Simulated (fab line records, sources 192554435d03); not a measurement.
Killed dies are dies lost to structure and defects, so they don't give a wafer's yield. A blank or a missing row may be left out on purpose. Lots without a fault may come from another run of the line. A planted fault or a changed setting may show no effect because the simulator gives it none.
Problem report in the 8D (eight disciplines) form, filled by code | flow n5_finfet | the parts of the form that need people (team, actions taken, sign-off) are left out

1. THE PROBLEM
spin_speed_rpm at N5_BEOL_M11_COAT_60 reads a mean of 1658.8 rpm on 9 wafers of 3 lots; wafers without a fault read 1500.0 rpm with a standard deviation of 0.94. That is +99 or more standard deviations from the usual mean.
The step: time 60 s, resist thk 30 nm.
First seen on wafer L788.2, day 12 07:33, on litho_track-01. The record holds 30 wafers of 10 lots with a number at this step. Rule for "out", or "out of limits": more than 4 standard deviations from the usual mean. The other wafers with a number count as sound.

2. WHAT IT IS AND WHAT IT IS NOT
question                    | is                     | is not
which readings at this step | spin_speed_rpm         | -
which lots                  | L788, L792, L793       | L783, L785, L786, L787, L796, L799, L800
which wafers of those lots  | all that have a number | -
read on which tools         | litho_track-01         | litho_track-02, litho_track-04
when                        | from day 12 07:33      | up to then (12 sound wafers); but 9 sound wafers of L796, L799, L800 came after

3. SUSPECTS, AND WHAT RULES EACH OUT
Counting: a tool at a process step up to the reading stays a suspect if it ran every lot that is out and no sound lot after the first of them.
- litho_track-01 at N5_BEOL_M11_COAT_60 (time 60 s, resist thk 30 nm): kept. It ran every lot that is out, first L788 (day 12 07:33), and no sound lot after that; its last sound lot up to then is L787 (day 11 21:12). Its own readings are out on those wafers: spin_speed_rpm.
Left after counting: litho_track-01 at N5_BEOL_M11_COAT_60.

4. THE CAUSE (what the simulator had put in)
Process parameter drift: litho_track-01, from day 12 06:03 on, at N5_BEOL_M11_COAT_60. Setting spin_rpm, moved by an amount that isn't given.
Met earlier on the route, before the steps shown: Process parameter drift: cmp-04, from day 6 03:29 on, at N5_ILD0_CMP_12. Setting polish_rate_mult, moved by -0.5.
Counting left only this tool.

5. THE CHAIN OF EFFECTS, in route order
Each row: a reading whose mean over the struck wafers that have a number lies more than 3 standard deviations from the usual. Only readings for which the record gives a usual standard deviation are gone through. hours: the time from each lot's start at the first step in this table that gives one to its start at this step, as a median over the lots. sigmas: the change in usual standard deviations.
hours | step                | reading        | usual      | on struck wafers | change | sigmas
0     | N5_BEOL_M11_COAT_60 | spin_speed_rpm | 1500.0 rpm | 1658.8           | +158.8 | +99 or more
The process steps in it:
- N5_BEOL_M11_COAT_60: time 60 s, resist thk 30 nm.

6. WHAT WOULD HAVE CAUGHT IT SOONER
In this record the first reading out of limits was taken at day 12 07:33, 2 hours after the fault began at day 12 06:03.
